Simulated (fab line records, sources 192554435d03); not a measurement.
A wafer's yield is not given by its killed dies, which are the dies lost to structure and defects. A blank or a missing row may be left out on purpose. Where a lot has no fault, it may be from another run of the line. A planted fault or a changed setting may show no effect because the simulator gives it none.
Chamber matching ; flow n5-finfet ; N5_BEOL_M10_VIA_ETCH_34 on rie-diel-02: 4 sister chambers
The step etches SiCOH lowk in C4F6/O2, target depth 184.5 nm, time 69.2 s. 7 wafers are shown with their chamber, then 9 later ones without.

## WAFERS WITH THEIR CHAMBER
wafer;chamber;rf-vpp-V (V);showerhead-plenum-p-Torr (Torr)
L085.1;1;685;2.70
L085.2;2;689;2.87
L087.3;3;655;2.77
L087.5;0;630;2.80
L088.1;2;689;2.87
L088.4;1;684;2.69
L088.5;0;631;2.80

## WAFERS MISSING THEIR CHAMBER
wafer;rf-vpp-V (V);showerhead-plenum-p-Torr (Torr)
L092.1;654;2.76
L092.2;689;2.87
L092.3;685;2.69
L094.3;688;2.86
L094.4;688;2.86
L094.6;654;2.76
L097.2;684;2.68
L097.3;632;2.80
L097.5;687;2.68

## THE CHAMBER EACH PASSED THROUGH
wafer;from the rows above;in truth
L092.1;3;3
L092.2;2;2
L092.3;1;1
L094.3;2;2
L094.4;2;2
L094.6;3;3
L097.2;1;1
L097.3;0;0
L097.5;1;1
9 of 9 placed correctly. Can't be placed from these rows: 0. Placed wrongly: 0.
How it was worked out, from the rows above alone: a wafer's distance from a chamber is the root of the sum, over the readings, of the square of ((its reading less the chamber's mean) divided by the reading's scatter). The wafer belongs to the nearest chamber; if the next one is less than 2 further off, it can't be placed. A chamber's mean is the mean of its shown wafers. The scatter: take each reading less its chamber's mean, square it, sum over the shown wafers, divide by the number of wafers less the number of chambers, and take the root.
